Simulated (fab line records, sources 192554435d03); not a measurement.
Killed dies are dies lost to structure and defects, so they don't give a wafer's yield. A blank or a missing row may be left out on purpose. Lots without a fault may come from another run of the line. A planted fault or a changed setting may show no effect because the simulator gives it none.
fab line records | flow n5_finfet
record lots=11 wafers=33 last_day=16
route steps=1938 shown BEOL_M13@1675
lots that met no fault: from a run of the same line without faults
start_h: hours from the record's first day to the start of the lot's first wafer shown | wait_h: hours since the lot's step before | " the same as in the row above | L1.1+2: a row that stands for several wafers | - no value, or no start given | * or withheld: withheld | < > ~ a bound
route shown NAME@n: a module of which the file shows steps, and the number in the route of the first | usual: mean/standard deviation of fault-free wafers | same: alike in all rows | chamber/n: place in a boat | sites: the reading at each site | _std_site: their standard deviation | _edge_site: outer sites' mean less inner sites' | radius_mm: how far each site lies from the wafer's centre | mask NAME#n: copy n | behind: the tool/chamber that last shaped the wafer | hold: why the lot was held/for how many hours/how that ended | device: the transistor (n, p or np) that didn't switch | end of line: the same wafers' tests at the end of the route | a step without rows: its recipe alone | killed: dies lost to structure and defects at the first sort, not the wafer's yield | map: a wafer's dies, x killed, . not, _ none there
set.NAME: the setting as run; set.NAME@STEP: as run at that earlier step | model.NAME: the simulator's own value behind a step, which no gauge read
steps of the route over a sample of lots; a table a step, a row a wafer
services: from which hour (start_h, from the record's first day; less than 0 if before it) a tool's chamber was out of use, for how many hours, and why
## steps
# step N5_BEOL_M13_STRIP_63
# recipe chemistry=N2/H2 power_w=1000 temp_c=250 h2_frac=0.65 overash_fraction=0.3 pressure_mtorr=1000 n2_flow_sccm=1750 h2_flow_sccm=3250
# usual drypump_motor_current_A=5.9/0.69 heater_power_w=346/21 oes_product_au=0.674/0.0052 strip_time_to_endpoint_s=28.2/1.2
# columns lot.wafer tool chamber start_h wait_h drypump_motor_current_A heater_power_w oes_product_au rf_hours_counter_h strip_time_to_endpoint_s
L780.2 plasma_asher-01 0 232.13 - 6.1 326 0.676 114 28.1
L780.3 " 1 " " 4.9 341 0.669 - 27.9
L780.4 " 0 " " 6.1 327 0.677 - 26.7
L781.2 plasma_asher-02 1 232.72 - 5.7 383 0.675 67 28.9
L781.4 " 1 " " 5.7 377 0.672 - 26.1
L781.5 " 0 " " 6.8 323 0.664 - 25.5
L782.1 plasma_asher-01 0 238.99 - 6.1 331 0.679 115 30.1
L782.3 " 0 " " 6.1 334 0.681 - 30.8
L782.4 " 1 " " 4.9 337 0.675 - 27.9
L784.1 plasma_asher-01 1 248.85 - 4.8 341 0.674 117 29.1
L784.3 " 1 " " 4.8 345 0.669 - 25.7
L784.6 " 1 " " 4.9 325 0.672 - 26.9
L786.1 plasma_asher-02 0 266.49 - 6.8 335 0.676 75 29.1
L786.2 " 1 " " 5.7 372 0.669 75 30.3
L786.4 " 0 " " 6.7 337 0.666 - 27.2
L787.1 plasma_asher-02 0 282.72 - 6.8 326 0.674 77 28.6
L787.2 " 1 " " 5.7 383 0.686 77 30.0
L787.3 " 0 " " 6.8 337 0.673 - 29.3
L788.1 plasma_asher-01 0 290.59 - 6.1 329 0.681 124 28.8
L788.2 " 1 " " 4.9 337 0.675 124 25.9
L788.6 " 1 " " 4.9 345 0.672 - 27.3
L789.1 plasma_asher-02 0 301.09 - 6.7 332 0.675 81 28.0
L789.2 " 1 " " 5.7 383 0.680 81 29.6
L789.4 " 1 " " 5.7 364 0.677 - 28.5
L792.2 plasma_asher-02 0 314.65 - 6.8 329 0.671 83 29.3
L792.3 " 1 " " 5.7 379 0.667 - 27.6
L792.4 " 0 " " 6.8 336 0.678 - 27.4
L797.2 plasma_asher-02 1 358.56 - 5.7 383 0.671 93 29.9
L797.3 " 0 " " 6.8 332 0.680 - 29.1
L797.4 " 1 " " 5.7 382 0.674 - 27.1
L799.2 plasma_asher-01 0 358.81 - 6.1 328 0.669 136 28.2
L799.4 " 0 " " 6.1 333 0.675 - 29.6
L799.6 " 1 " " 4.8 340 0.669 - 27.6
# step N5_BEOL_M13_CD_MEAS_17
# recipe target_cd_nm=190 polarity=opening
# usual cd_nm=190.3/2.2
# columns lot.wafer tool chamber start_h wait_h cd_nm
L780.2 cd_sem-02 - 232.33 0.0 189.4
L780.3 " - " " 187.1
L780.4 " - " " 189.2
L781.2 cd_sem-01 - 232.93 0.0 191.7
L781.4 " - " " 193.4
L781.5 " - " " 191.1
L782.1 cd_sem-03 - 239.20 0.0 190.7
L782.3 " - " " 189.6
L782.4 " - " " 192.2
L784.1 cd_sem-02 - 249.06 0.0 189.5
L784.3 " - " " 190.1
L784.6 " - " " 193.0
L786.1 cd_sem-03 - 266.69 0.0 187.8
L786.2 " - " " 190.7
L786.4 " - " " 191.7
L787.1 cd_sem-03 - 282.94 0.0 189.5
L787.2 " - " " 188.1
L787.3 " - " " 191.1
L788.1 cd_sem-01 - 290.80 0.0 190.3
L788.2 " - " " 191.1
L788.6 " - " " 191.7
L789.1 cd_sem-02 - 301.30 0.0 190.2
L789.2 " - " " 186.9
L789.4 " - " " 189.8
L792.2 cd_sem-03 - 314.86 0.0 192.4
L792.3 " - " " 193.2
L792.4 " - " " 189.7
L797.2 cd_sem-01 - 358.76 0.0 190.3
L797.3 " - " " 187.3
L797.4 " - " " 185.5
L799.2 cd_sem-03 - 359.06 0.0 194.6
L799.4 " - " " 194.3
L799.6 " - " " 193.0
# step N5_BEOL_M13_PEB_26
# recipe peb_temp_c=130 peb_time_s=90
# usual chill_plate_temp_C=23.00/0.11
# columns lot.wafer tool chamber start_h wait_h chill_plate_temp_C
L780.2 litho_track-04 0 232.54 0.0 23.06
L780.3 " 0 " " 22.92
L780.4 " 0 " " 23.05
L781.2 litho_track-05 0 233.26 0.0 22.98
L781.4 " 0 " " 23.06
L781.5 " 0 " " 23.05
L782.1 litho_track-05 0 239.41 0.1 23.08
L782.3 " 0 " " 23.15
L782.4 " 0 " " 23.02
L784.1 litho_track-05 0 249.40 0.1 23.10
L784.3 " 0 " " 23.18
L784.6 " 0 " " 23.34
L786.1 litho_track-05 0 267.03 0.1 23.12
L786.2 " 0 " " 23.03
L786.4 " 0 " " 23.00
L787.1 litho_track-05 0 283.27 0.1 22.89
L787.2 " 0 " " 22.93
L787.3 " 0 " " 23.03
L788.1 litho_track-04 0 291.01 0.1 22.88
L788.2 " 0 " " 23.08
L788.6 " 0 " " 22.97
L789.1 litho_track-04 0 301.63 0.1 23.08
L789.2 " 0 " " 22.91
L789.4 " 0 " " 22.95
L792.2 litho_track-02 0 315.20 0.0 22.96
L792.3 " 0 " " 22.90
L792.4 " 0 " " 22.91
L797.2 litho_track-02 0 358.98 0.0 23.21
L797.3 " 0 " " 23.00
L797.4 " 0 " " 23.22
L799.2 litho_track-04 0 359.40 0.0 23.06
L799.4 " 0 " " 23.14
L799.6 " 0 " " 23.07
# step N5_BEOL_M13_CD_MEAS_28
# recipe target_cd_nm=209.5 landing_energy_ev=500 detector=se_inlens
# usual cd_nm=209.1/1.1
# same landing_energy_ev=500
# columns lot.wafer tool chamber start_h wait_h cd_nm
L780.2 cd_sem-01 0 232.66 - 208.4
L780.3 " 0 " " 209.5
L780.4 " 0 " " 208.0
L781.2 cd_sem-02 0 233.38 - 208.8
L781.4 " 0 " " 209.8
L781.5 " 0 " " 209.4
L782.1 cd_sem-03 0 239.53 - 208.6
L782.3 " 0 " " 209.9
L782.4 " 0 " " 209.4
L784.1 cd_sem-02 0 249.51 - 214.7
L784.3 " 0 " " 213.1
L784.6 " 0 " " 214.2
L786.1 cd_sem-02 0 267.14 - 211.9
L786.2 " 0 " " 212.0
L786.4 " 0 " " 211.8
L787.1 cd_sem-03 0 283.39 - 216.0
L787.2 " 0 " " 215.8
L787.3 " 0 " " 214.9
L788.1 cd_sem-01 0 291.13 - 209.6
L788.2 " 0 " " 210.6
L788.6 " 0 " " 210.7
L789.1 cd_sem-02 0 301.75 - 209.3
L789.2 " 0 " " 207.9
L789.4 " 0 " " 208.8
L792.2 cd_sem-02 0 315.31 - 208.6
L792.3 " 0 " " 209.2
L792.4 " 0 " " 207.7
L797.2 cd_sem-01 0 359.09 - 208.8
L797.3 " 0 " " 208.5
L797.4 " 0 " " 207.9
L799.2 cd_sem-03 0 359.52 - 210.5
L799.4 " 0 " " 211.3
L799.6 " 0 " " 209.7
# step N5_BEOL_M13_TRENCH_ETCH_34
# recipe chemistry=C4F8/O2/Ar target=SiOC target_depth_a=4134.7 mask_material=SOC pressure_mtorr=30 source_w=3000 bias_w=700 Ar_flow_sccm=400 C4F8_flow_sccm=15 O2_flow_sccm=8 he_inner_torr=15 he_outer_torr=30 time_s=162.6 ion_energy_ev=250
# usual drypump_motor_current_A=5.7/0.52 oes_product_au=0.78/0.086 rf_vpp_V=667/3.4 showerhead_plenum_p_Torr=3.47/0.12 throttle_valve_pct=24.19/0.25
# columns lot.wafer tool chamber start_h wait_h drypump_motor_current_A oes_product_au rf_hours_counter_h rf_vpp_V showerhead_plenum_p_Torr throttle_valve_pct
L780.2 rie_diel-06 3 233.16 0.0 6.4 0.72 171 670 3.52 23.95
L780.3 " 2 " " 5.9 0.95 3 664 3.34 24.03
L780.4 " 0 " " 5.1 0.73 172 661 3.27 24.20
L781.2 rie_diel-02 0 233.87 0.0 5.2 0.72 173 669 3.52 24.50
L781.4 " 1 " " 5.6 0.96 16 671 3.59 24.32
L781.5 " 3 " " 5.5 0.74 - 668 3.53 24.42
L782.1 rie_diel-05 2 240.02 0.0 5.0 0.70 210 668 3.54 24.79
L782.3 " 0 " " 6.2 0.69 236 661 3.22 24.32
L782.4 " 3 " " 5.6 0.72 183 669 3.55 24.03
L784.1 rie_diel-02 1 250.01 0.0 5.6 0.95 21 671 3.59 24.33
L784.3 " 0 " " 5.2 0.73 177 670 3.51 24.51
L784.6 " 0 " " 5.2 0.73 - 668 3.51 24.52
L786.1 rie_diel-05 2 267.74 0.0 5.0 0.71 216 669 3.53 24.81
L786.2 " 1 " " 5.7 0.84 72 666 3.43 24.12
L786.4 " 3 " " 5.6 0.72 190 669 3.54 24.05
L787.1 rie_diel-06 0 283.88 0.0 5.2 0.72 187 661 3.26 24.23
L787.2 " 3 " " 6.5 0.72 188 668 3.51 23.99
L787.3 " 1 " " 6.6 0.84 68 670 3.58 23.84
L788.1 rie_diel-06 3 291.62 0.0 6.5 0.72 190 668 3.51 23.99
L788.2 " 0 " " 5.2 0.72 189 662 3.26 24.22
L788.6 " 1 " " 6.6 0.83 - 670 3.58 23.82
L789.1 rie_diel-06 3 302.27 0.0 6.4 0.72 193 668 3.51 23.99
L789.2 " 2 " " 5.9 0.90 21 663 3.33 24.06
L789.4 " 0 " " 5.1 0.71 192 662 3.26 24.23
L792.2 rie_diel-06 0 315.80 0.0 5.2 0.72 196 660 3.25 24.24
L792.3 " 3 " " 6.5 0.71 197 670 3.51 24.01
L792.4 " 0 " " 5.1 0.71 - 662 3.25 24.24
L797.2 rie_diel-06 2 359.61 0.0 5.9 0.87 38 663 3.32 24.07
L797.3 " 3 " " 6.5 0.70 210 667 3.50 24.00
L797.4 " 1 " " 6.6 0.81 89 671 3.57 23.85
L799.2 rie_diel-05 3 360.01 0.0 5.6 0.70 221 667 3.53 24.07
L799.4 " 3 " " 5.6 0.69 - 667 3.53 24.08
L799.6 " 0 " " 6.1 0.93 - 672 3.60 24.02
## services
# columns tool chamber start_h hours kind
rie_diel-02 2 209.65 5.9 repair
rie_diel-06 - 213.63 0.3 repair
litho_track-04 - 269.98 - consumable_replace:filter
plasma_asher-01 - 284.35 3.4 repair
rie_diel-06 2 290.72 8.7 repair
rie_diel-05 0 302.92 10.6 repair
litho_track-05 - 312.76 - consumable_replace:filter
rie_diel-06 1 313.56 3.6 repair
rie_diel-06 - 324.61 2.8 pm
rie_diel-02 2 330.09 1.6 repair
rie_diel-06 0 339.69 7.4 repair
plasma_asher-01 - 351.36 2.0 repair
rie_diel-05 2 353.39 15.3 repair
## key
first_sign step=N5_BEOL_M13_CD_MEAS_28 reading=cd_nm direction=up sigmas=4.4 usual=209.1 struck=213.8 through=control_loop
effect none on later readings
met_at N5_BEOL_M13_PEB_26
struck_lots L784,L786,L787
loop_trim step=N5_BEOL_M13_EXPOSE_25 setting=dose lots=L786
not_acting_at N5_BEOL_M13_STRIP_63,N5_BEOL_M13_CD_MEAS_17,N5_BEOL_M13_TRENCH_ETCH_34
onset_between 239.41 249.40
earlier_fault kind=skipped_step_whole tool=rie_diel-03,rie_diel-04 chamber=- onset_h=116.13 steps=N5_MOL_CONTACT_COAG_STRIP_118 scope=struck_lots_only
earlier_fault kind=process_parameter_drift tool=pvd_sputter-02 chamber=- onset_h=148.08 steps=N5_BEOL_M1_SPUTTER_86 channel=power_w offset=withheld shape=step acts_in=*
fault kind=process_parameter_drift tool=litho_track-05 chamber=- onset_h=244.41 steps=N5_BEOL_M13_PEB_26 channel=peb_time_s offset=* shape=step acts_in=* stated=*
# loop_trim: a control loop set the setting to another value than it would have without faults
